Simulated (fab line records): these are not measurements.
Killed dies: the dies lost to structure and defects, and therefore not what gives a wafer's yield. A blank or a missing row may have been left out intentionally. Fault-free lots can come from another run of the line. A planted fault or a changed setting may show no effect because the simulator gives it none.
fab line records	flow n5_finfet
[record] lots = 24	wafers = 72	last_day = 18
route steps=1938 shown BEOL_M10@1531 BEOL_M11@1538 BEOL_M12@1612
lots that met no fault: from a run of the same line without faults
start_h: start of the lot's first displayed wafer, in hours after the record's first day	wait_h: time in hours since the lot's previous step	" repeats the value in the row above	L1.1+2: several wafers, shown together as one row	- either no value or no given start	* or withheld: withheld	< > ~ a bound
route shown NAME@n: a module of which the file shows steps, and the number in the route of the first	usual: mean/standard deviation of fault-free wafers	same: alike in all rows	chamber/n: place in a boat	sites: each site's reading	_std_site: standard deviation of those values	_edge_site: inner sites' mean taken away from outer sites' mean	radius_mm: how far each site lies from the wafer's centre	mask NAME#n: copy n	behind: the most recent tool/chamber to have shaped the wafer	hold: cause of the lot's hold/its duration in hours/its outcome	device: whichever transistor did not switch (one of n, p or np)	end of line: tests of these same wafers at the route's end	a step with no rows: only its recipe	killed: dies that structure and defects cost at the first sort, which is not the same as the wafer's yield	map: a wafer's dies, marking killed ones x, the rest . and places with no die _
set.NAME: setting as actually run; set.NAME@STEP: the setting as run at that earlier step	model.NAME: the simulator's own value behind a step, which no gauge read
one table for each step of the route and one row for each wafer, over a sample of lots
[[steps]]
[step N5_BEOL_M10_THK_MEAS_53]
[recipe] thk_meas_gauge = xrf	reads = Cu_of_BEOL_M10_ECD_50
[usual] M10_THK = 142/3.4
lot.wafer	tool	chamber	start_h	wait_h	M10_THK[nm]
L076.1	film_metro-01	-	217.31	-	145
L076.4	"	-	"	"	142
L076.6	"	-	"	"	142
L074.2	film_metro-01	-	218.46	-	140
L074.3	"	-	"	"	140
L074.6	"	-	"	"	134
L075.2	film_metro-01	-	226.01	-	143
L075.5	"	-	"	"	139
L075.6	"	-	"	"	145
L077.2	film_metro-02	-	227.92	-	142
L077.5	"	-	"	"	145
L077.6	"	-	"	"	142
L078.1	film_metro-01	-	229.65	-	141
L078.3	"	-	"	"	136
L078.5	"	-	"	"	143
L079.1	film_metro-02	-	247.94	-	137
L079.2	"	-	"	"	140
L079.4	"	-	"	"	144
L080.1	film_metro-02	-	258.94	-	143
L080.3	"	-	"	"	143
L080.4	"	-	"	"	143
L081.1	film_metro-02	-	267.18	-	140
L081.3	"	-	"	"	144
L081.5	"	-	"	"	146
L082.2	film_metro-01	-	267.90	-	136
L082.4	"	-	"	"	141
L082.6	"	-	"	"	140
L084.3	film_metro-02	-	285.50	-	147
L084.4	"	-	"	"	147
L084.5	"	-	"	"	143
L083.1	film_metro-02	-	286.08	-	141
L083.5	"	-	"	"	138
L083.6	"	-	"	"	140
L086.1	film_metro-02	-	294.09	-	137
L086.2	"	-	"	"	139
L086.5	"	-	"	"	139
L085.1	film_metro-02	-	295.78	-	143
L085.4	"	-	"	"	140
L085.5	"	-	"	"	142
L088.2	film_metro-01	-	301.74	-	139
L088.3	"	-	"	"	142
L088.5	"	-	"	"	140
L087.3	film_metro-02	-	302.01	-	138
L087.4	"	-	"	"	138
L087.6	"	-	"	"	138
L089.1	film_metro-01	-	309.85	-	148
L089.2	"	-	"	"	143
L089.4	"	-	"	"	148
L091.1	film_metro-02	-	327.43	-	141
L091.3	"	-	"	"	140
L091.4	"	-	"	"	140
L090.3	film_metro-02	-	327.97	-	146
L090.4	"	-	"	"	138
L090.6	"	-	"	"	139
L092.2	film_metro-02	-	332.74	-	138
L092.4	"	-	"	"	136
L092.6	"	-	"	"	135
L093.2	film_metro-02	-	349.33	-	149
L093.5	"	-	"	"	148
L093.6	"	-	"	"	148
L096.2	film_metro-01	-	351.45	-	142
L096.3	"	-	"	"	148
L096.4	"	-	"	"	146
L095.1	film_metro-02	-	358.35	-	143
L095.3	"	-	"	"	143
L095.4	"	-	"	"	140
L094.1	film_metro-01	-	358.67	-	145
L094.4	"	-	"	"	142
L094.6	"	-	"	"	148
L097.1	film_metro-02	-	378.16	-	142
L097.2	"	-	"	"	146
L097.6	"	-	"	"	143
[step N5_BEOL_M10_RS_MEAS_57]
[recipe] thk_meas_gauge = four-point-probe	reads = Cu_of_BEOL_M10_ECD_50+Co_of_BEOL_M10_CVD_75+TaN_of_BEOL_M10_ALD_74
[usual] M10_RS = 0.150/0.0037
lot.wafer	tool	chamber	start_h	wait_h	M10_RS[ohm/sq]
L076.1	film_metro-01	-	217.44	0.1	0.147
L076.4	"	-	"	"	0.151
L076.6	"	-	"	"	0.152
L074.2	film_metro-01	-	218.60	0.1	0.152
L074.3	"	-	"	"	0.152
L074.6	"	-	"	"	0.159
L075.2	film_metro-01	-	226.18	0.1	0.149
L075.5	"	-	"	"	0.154
L075.6	"	-	"	"	0.148
L077.2	film_metro-02	-	228.05	0.1	0.149
L077.5	"	-	"	"	0.146
L077.6	"	-	"	"	0.149
L078.1	film_metro-01	-	229.79	0.1	0.150
L078.3	"	-	"	"	0.157
L078.5	"	-	"	"	0.149
L079.1	film_metro-02	-	248.08	0.1	0.156
L079.2	"	-	"	"	0.153
L079.4	"	-	"	"	0.147
L080.1	film_metro-02	-	259.07	0.1	0.151
L080.3	"	-	"	"	0.152
L080.4	"	-	"	"	0.150
L081.1	film_metro-02	-	267.31	0.1	0.154
L081.3	"	-	"	"	0.149
L081.5	"	-	"	"	0.147
L082.2	film_metro-02	-	268.03	0.1	0.156
L082.4	"	-	"	"	0.150
L082.6	"	-	"	"	0.150
L084.3	film_metro-01	-	285.64	0.1	0.147
L084.4	"	-	"	"	0.148
L084.5	"	-	"	"	0.152
L083.1	film_metro-01	-	286.22	0.1	0.152
L083.5	"	-	"	"	0.154
L083.6	"	-	"	"	0.153
L086.1	film_metro-02	-	294.22	0.1	0.155
L086.2	"	-	"	"	0.154
L086.5	"	-	"	"	0.154
L085.1	film_metro-01	-	295.91	0.1	0.149
L085.4	"	-	"	"	0.152
L085.5	"	-	"	"	0.150
L088.2	film_metro-01	-	301.87	0.1	0.153
L088.3	"	-	"	"	0.151
L088.5	"	-	"	"	0.152
L087.3	film_metro-01	-	302.15	0.1	0.153
L087.4	"	-	"	"	0.154
L087.6	"	-	"	"	0.153
L089.1	film_metro-02	-	309.99	0.1	0.144
L089.2	"	-	"	"	0.149
L089.4	"	-	"	"	0.145
L091.1	film_metro-01	-	327.60	0.1	0.148
L091.3	"	-	"	"	0.150
L091.4	"	-	"	"	0.149
L090.3	film_metro-01	-	328.11	0.1	0.145
L090.4	"	-	"	"	0.155
L090.6	"	-	"	"	0.153
L092.2	film_metro-02	-	332.87	0.1	0.155
L092.4	"	-	"	"	0.156
L092.6	"	-	"	"	0.159
L093.2	film_metro-02	-	349.47	0.1	0.143
L093.5	"	-	"	"	0.144
L093.6	"	-	"	"	0.143
L096.2	film_metro-01	-	351.60	0.1	0.150
L096.3	"	-	"	"	0.145
L096.4	"	-	"	"	0.146
L095.1	film_metro-01	-	358.52	0.1	0.150
L095.3	"	-	"	"	0.150
L095.4	"	-	"	"	0.154
L094.1	film_metro-01	-	358.84	0.1	0.148
L094.4	"	-	"	"	0.151
L094.6	"	-	"	"	0.145
L097.1	film_metro-02	-	378.30	0.1	0.149
L097.2	"	-	"	"	0.146
L097.6	"	-	"	"	0.148
[step N5_BEOL_M11_THK_MEAS_01]
[recipe] reads = SiCOH_lowk_of_BEOL_M11_ILD_DEP_00
[usual] M11_ILD_THK = 267/3.5
lot.wafer	tool	chamber	start_h	wait_h	M11_ILD_THK[nm]
L076.1	film_metro-02	-	218.10	0.4	264
L076.4	"	-	"	"	268
L076.6	"	-	"	"	268
L074.2	film_metro-01	-	219.25	0.4	259
L074.3	"	-	"	"	263
L074.6	"	-	"	"	266
L075.2	film_metro-02	-	226.87	0.4	265
L075.5	"	-	"	"	268
L075.6	"	-	"	"	272
L077.2	film_metro-02	-	228.70	0.4	262
L077.5	"	-	"	"	271
L077.6	"	-	"	"	270
L078.1	film_metro-02	-	230.44	0.4	267
L078.3	"	-	"	"	264
L078.5	"	-	"	"	270
L079.1	film_metro-02	-	248.73	0.4	268
L079.2	"	-	"	"	267
L079.4	"	-	"	"	271
L080.1	film_metro-01	-	260.32	0.4	268
L080.3	"	-	"	"	268
L080.4	"	-	"	"	273
L081.1	film_metro-02	-	267.97	0.4	266
L081.3	"	-	"	"	267
L081.5	"	-	"	"	272
L082.2	film_metro-02	-	268.80	0.4	268
L082.4	"	-	"	"	269
L082.6	"	-	"	"	265
L084.3	film_metro-01	-	286.29	0.3	267
L084.4	"	-	"	"	273
L084.5	"	-	"	"	270
L083.1	film_metro-01	-	286.87	0.4	263
L083.5	"	-	"	"	267
L083.6	"	-	"	"	264
L086.1	film_metro-01	-	294.88	0.4	260
L086.2	"	-	"	"	263
L086.5	"	-	"	"	270
L085.1	film_metro-01	-	296.57	0.4	267
L085.4	"	-	"	"	271
L085.5	"	-	"	"	268
L088.2	film_metro-01	-	302.80	0.4	261
L088.3	"	-	"	"	263
L088.5	"	-	"	"	267
L087.3	film_metro-02	-	303.11	0.3	262
L087.4	"	-	"	"	268
L087.6	"	-	"	"	268
L089.1	film_metro-01	-	310.64	0.4	270
L089.2	"	-	"	"	266
L089.4	"	-	"	"	266
L091.1	film_metro-01	-	328.62	0.4	266
L091.3	"	-	"	"	267
L091.4	"	-	"	"	266
L090.3	film_metro-01	-	329.10	0.3	268
L090.4	"	-	"	"	268
L090.6	"	-	"	"	270
L092.2	film_metro-02	-	334.01	0.7	262
L092.4	"	-	"	"	267
L092.6	"	-	"	"	273
L093.2	film_metro-01	-	350.12	0.4	266
L093.5	"	-	"	"	267
L093.6	"	-	"	"	266
L096.2	film_metro-01	-	352.48	0.4	261
L096.3	"	-	"	"	258
L096.4	"	-	"	"	262
L095.1	film_metro-02	-	359.17	0.4	264
L095.3	"	-	"	"	267
L095.4	"	-	"	"	272
L094.1	film_metro-01	-	359.49	0.4	261
L094.4	"	-	"	"	267
L094.6	"	-	"	"	266
L097.1	film_metro-02	-	379.44	0.4	269
L097.2	"	-	"	"	266
L097.6	"	-	"	"	271
[step N5_BEOL_M11_CD_MEAS_28]
[recipe] target_cd_nm = 70	landing_energy_ev = 500	detector = se_inlens	polarity = opening
[usual] cd_nm = 70.8/1.1
[same] landing_energy_ev = 500
lot.wafer	tool	chamber	start_h	wait_h	cd_nm
L076.1	cd_sem-02	0	222.06	-	71.3
L076.4	"	0	"	"	69.2
L076.6	"	0	"	"	69.1
L074.2	cd_sem-02	0	222.35	-	72.2
L074.3	"	0	"	"	72.0
L074.6	"	0	"	"	72.4
L077.2	cd_sem-01	0	234.58	-	70.3
L077.5	"	0	"	"	70.4
L077.6	"	0	"	"	71.3
L075.2	cd_sem-03	0	234.75	-	71.7
L075.5	"	0	"	"	71.2
L075.6	"	0	"	"	72.1
L078.1	cd_sem-03	0	236.89	-	70.9
L078.3	"	0	"	"	72.0
L078.5	"	0	"	"	72.1
L079.1	cd_sem-02	0	255.84	-	68.1
L079.2	"	0	"	"	69.5
L079.4	"	0	"	"	68.9
L080.1	cd_sem-01	0	264.03	-	71.3
L080.3	"	0	"	"	70.4
L080.4	"	0	"	"	69.7
L082.2	cd_sem-02	0	273.08	-	68.7
L082.4	"	0	"	"	69.7
L082.6	"	0	"	"	68.5
L081.1	cd_sem-01	0	273.99	-	70.4
L081.3	"	0	"	"	70.0
L081.5	"	0	"	"	70.2
L084.3	cd_sem-03	0	289.67	-	72.0
L084.4	"	0	"	"	71.2
L084.5	"	0	"	"	71.1
L083.1	cd_sem-01	0	289.97	-	70.6
L083.5	"	0	"	"	69.5
L083.6	"	0	"	"	71.6
L086.1	cd_sem-02	0	297.34	-	69.5
L086.2	"	0	"	"	71.3
L086.5	"	0	"	"	70.4
L085.1	cd_sem-03	0	299.43	-	68.2
L085.4	"	0	"	"	68.8
L085.5	"	0	"	"	68.9
L088.2	cd_sem-02	0	305.91	-	70.7
L088.3	"	0	"	"	70.7
L088.5	"	0	"	"	70.3
L087.3	cd_sem-02	0	306.08	-	68.9
L087.4	"	0	"	"	70.0
L087.6	"	0	"	"	70.3
L089.1	cd_sem-03	0	317.60	-	70.1
L089.2	"	0	"	"	71.6
L089.4	"	0	"	"	70.6
L091.1	cd_sem-02	0	330.89	-	71.1
L091.3	"	0	"	"	71.0
L091.4	"	0	"	"	73.2
L090.3	cd_sem-03	0	332.91	-	69.9
L090.4	"	0	"	"	71.9
L090.6	"	0	"	"	71.0
L092.2	cd_sem-03	0	340.89	-	70.9
L092.4	"	0	"	"	71.3
L092.6	"	0	"	"	71.1
L093.2	cd_sem-03	0	352.02	-	72.3
L093.5	"	0	"	"	72.1
L093.6	"	0	"	"	72.4
L096.2	cd_sem-03	0	356.40	-	71.2
L096.3	"	0	"	"	70.1
L096.4	"	0	"	"	71.0
L094.1	cd_sem-03	0	362.21	-	70.5
L094.4	"	0	"	"	70.6
L094.6	"	0	"	"	72.8
L095.1	cd_sem-03	0	362.38	-	70.5
L095.3	"	0	"	"	70.1
L095.4	"	0	"	"	70.5
L097.1	cd_sem-01	0	382.11	-	71.4
L097.2	"	0	"	"	70.9
L097.6	"	0	"	"	70.5
[step N5_BEOL_M12_CD_MEAS_10]
[recipe] target_cd_nm = 140	landing_energy_ev = 500	detector = se_inlens	polarity = opening
[usual] cd_nm = 140.1/1.7
[same] landing_energy_ev = 500
lot.wafer	tool	chamber	start_h	wait_h	cd_nm
L076.1	cd_sem-03	0	226.16	-	138.1
L076.4	"	0	"	"	138.6
L076.6	"	0	"	"	140.3
L074.2	cd_sem-03	0	226.87	-	139.0
L074.3	"	0	"	"	139.1
L074.6	"	0	"	"	138.3
L077.2	cd_sem-03	0	239.49	-	137.3
L077.5	"	0	"	"	136.2
L077.6	"	0	"	"	138.3
L075.2	cd_sem-03	0	240.62	-	140.6
L075.5	"	0	"	"	141.9
L075.6	"	0	"	"	142.5
L078.1	cd_sem-03	0	240.73	-	140.7
L078.3	"	0	"	"	140.3
L078.5	"	0	"	"	142.9
L079.1	cd_sem-02	0	259.96	-	139.9
L079.2	"	0	"	"	141.1
L079.4	"	0	"	"	143.4
L080.1	cd_sem-01	0	268.20	-	139.4
L080.3	"	0	"	"	138.8
L080.4	"	0	"	"	140.1
L082.2	cd_sem-03	0	277.78	-	140.7
L082.4	"	0	"	"	142.0
L082.6	"	0	"	"	141.7
L081.1	cd_sem-02	0	278.58	-	140.5
L081.3	"	0	"	"	139.5
L081.5	"	0	"	"	141.2
L084.3	cd_sem-01	0	293.47	-	138.7
L084.4	"	0	"	"	138.4
L084.5	"	0	"	"	139.3
L083.1	cd_sem-02	0	294.36	-	138.6
L083.5	"	0	"	"	140.8
L083.6	"	0	"	"	137.5
L086.1	cd_sem-01	0	301.20	-	139.1
L086.2	"	0	"	"	137.0
L086.5	"	0	"	"	136.7
L085.1	cd_sem-01	0	304.67	-	141.4
L085.4	"	0	"	"	144.4
L085.5	"	0	"	"	141.2
L088.2	cd_sem-01	0	310.19	-	141.8
L088.3	"	0	"	"	142.6
L088.5	"	0	"	"	141.2
L087.3	cd_sem-03	0	310.36	-	141.8
L087.4	"	0	"	"	139.1
L087.6	"	0	"	"	138.4
L089.1	cd_sem-03	0	321.25	-	139.9
L089.2	"	0	"	"	139.5
L089.4	"	0	"	"	139.6
L091.1	cd_sem-02	0	334.52	-	138.5
L091.3	"	0	"	"	139.9
L091.4	"	0	"	"	137.8
L090.3	cd_sem-01	0	337.66	-	142.6
L090.4	"	0	"	"	142.6
L090.6	"	0	"	"	140.7
L092.2	cd_sem-02	0	345.11	-	139.2
L092.4	"	0	"	"	138.7
L092.6	"	0	"	"	138.6
L093.2	cd_sem-02	0	356.03	-	139.4
L093.5	"	0	"	"	141.8
L093.6	"	0	"	"	142.3
L096.2	cd_sem-01	0	360.29	-	143.5
L096.3	"	0	"	"	140.7
L096.4	"	0	"	"	140.4
L094.1	cd_sem-02	0	366.09	-	138.6
L094.4	"	0	"	"	142.1
L094.6	"	0	"	"	137.6
L095.1	cd_sem-03	0	366.25	-	138.8
L095.3	"	0	"	"	139.4
L095.4	"	0	"	"	142.1
L097.1	cd_sem-01	0	385.95	-	142.6
L097.2	"	0	"	"	141.4
L097.6	"	0	"	"	142.6
[step N5_BEOL_M12_STRIP_63]
[recipe] chemistry = N2/H2	power_w = 1000	temp_c = 250	h2_frac = 0.65	overash_fraction = 0.3	pressure_mtorr = 1000	n2_flow_sccm = 1750	h2_flow_sccm = 3250
[usual] drypump_motor_current_A = 5.8/0.4	heater_power_w = 326/24	oes_product_au = 0.693/0.0048	strip_time_to_endpoint_s = 42.4/0.93
lot.wafer	tool	chamber	start_h	wait_h	drypump_motor_current_A	heater_power_w	oes_product_au	rf_hours_counter_h	strip_time_to_endpoint_s
L076.1	plasma_asher-01	1	226.54	-	6.1	348	0.692	65	43.8
L076.4	"	1	"	"	6.1	333	0.696	-	42.8
L076.6	"	1	"	"	6.1	341	0.697	-	42.6
L074.2	plasma_asher-01	0	227.24	-	6.2	300	0.698	65	43.0
L074.3	"	1	"	"	6.1	334	0.701	-	43.7
L074.6	"	0	"	"	6.2	304	0.690	-	42.4
L077.2	plasma_asher-02	1	239.86	-	5.5	360	0.697	128	42.8
L077.5	"	1	"	"	5.5	356	0.688	-	41.6
L077.6	"	0	"	"	5.3	314	0.685	-	43.1
L075.2	plasma_asher-02	0	240.99	-	5.3	300	0.700	128	41.3
L075.5	"	1	"	"	5.4	361	0.686	-	41.8
L075.6	"	0	"	"	5.3	308	0.687	-	41.0
L078.1	plasma_asher-01	1	241.11	-	6.1	339	0.698	67	43.2
L078.3	"	1	"	"	6.1	336	0.693	-	41.6
L078.5	"	1	"	"	6.1	345	0.690	-	40.9
L079.1	plasma_asher-01	1	260.34	-	6.1	344	0.696	71	43.0
L079.2	"	0	"	"	6.2	297	0.691	71	41.9
L079.4	"	1	"	"	6.1	343	0.693	-	42.3
L080.1	plasma_asher-01	0	268.57	-	6.2	298	0.690	73	42.4
L080.3	"	0	"	"	6.2	298	0.695	-	43.8
L080.4	"	1	"	"	6.1	342	0.690	-	44.0
L082.2	plasma_asher-02	1	278.22	-	5.5	357	0.699	135	41.7
L082.4	"	1	"	"	5.5	364	0.690	-	40.7
L082.6	"	1	"	"	5.5	356	0.700	-	41.8
L081.1	plasma_asher-01	0	278.96	-	6.2	302	0.694	75	43.2
L081.3	"	1	"	"	6.1	346	0.694	-	42.9
L081.5	"	1	"	"	6.1	336	0.702	-	42.6
L084.3	plasma_asher-01	0	293.88	-	6.2	300	0.691	-	42.0
L084.4	"	1	"	"	6.0	344	0.697	-	41.2
L084.5	"	0	"	"	6.2	303	0.698	-	40.7
L083.1	plasma_asher-01	0	294.99	-	6.2	307	0.687	78	42.0
L083.5	"	0	"	"	6.3	310	0.699	-	42.6
L083.6	"	1	"	"	6.1	342	0.695	-	41.0
L086.1	plasma_asher-02	0	301.58	-	5.3	307	0.693	139	43.4
L086.2	"	1	"	"	5.4	365	0.695	139	42.3
L086.5	"	0	"	"	5.3	313	0.682	-	42.4
L085.1	plasma_asher-02	1	305.04	-	5.5	357	0.686	140	42.0
L085.4	"	0	"	"	5.3	312	0.692	-	42.3
L085.5	"	0	"	"	5.3	311	0.686	-	40.5
L088.2	plasma_asher-01	0	310.57	-	6.2	300	0.695	82	44.4
L088.3	"	0	"	"	6.2	298	0.696	-	43.3
L088.5	"	0	"	"	6.2	306	0.693	-	43.9
L087.3	plasma_asher-02	0	310.75	-	5.3	305	0.686	-	41.8
L087.4	"	1	"	"	5.4	363	0.685	-	40.4
L087.6	"	1	"	"	5.4	359	0.700	-	41.7
L089.1	plasma_asher-01	1	321.82	-	6.1	344	0.692	84	42.1
L089.2	"	0	"	"	6.2	305	0.693	84	42.5
L089.4	"	1	"	"	6.1	334	0.687	-	42.3
L091.1	plasma_asher-01	1	334.90	-	6.1	339	0.695	87	42.2
L091.3	"	1	"	"	6.1	341	0.692	-	42.8
L091.4	"	0	"	"	6.2	305	0.692	-	42.5
L090.3	plasma_asher-01	1	338.06	-	6.0	342	0.699	-	42.9
L090.4	"	0	"	"	6.2	307	0.678	-	42.4
L090.6	"	1	"	"	6.1	347	0.689	-	41.3
L092.2	plasma_asher-02	0	345.52	-	5.3	307	0.694	147	42.0
L092.4	"	0	"	"	5.3	308	0.691	-	41.9
L092.6	"	1	"	"	5.4	362	0.690	-	41.6
L093.2	plasma_asher-02	1	356.40	-	5.5	357	0.689	149	42.9
L093.5	"	1	"	"	5.5	353	0.693	-	40.0
L093.6	"	0	"	"	5.3	311	0.686	-	41.8
L096.2	plasma_asher-01	0	360.69	-	6.2	303	0.700	93	42.5
L096.3	"	1	"	"	6.1	353	0.696	-	43.2
L096.4	"	0	"	"	6.2	299	0.681	-	42.7
L094.1	plasma_asher-02	1	366.76	-	5.4	360	0.694	151	43.3
L094.4	"	0	"	"	5.3	309	0.691	-	41.7
L094.6	"	1	"	"	5.5	364	0.684	-	41.5
L095.1	plasma_asher-02	1	367.02	-	5.4	363	0.699	151	43.4
L095.3	"	1	"	"	5.4	364	0.700	-	43.6
L095.4	"	0	"	"	5.3	309	0.696	-	41.1
L097.1	plasma_asher-01	0	386.36	-	6.2	295	0.691	97	42.8
L097.2	"	1	"	"	6.1	338	0.693	97	41.9
L097.6	"	1	"	"	6.1	339	0.693	-	41.2
[[key]]
fault none
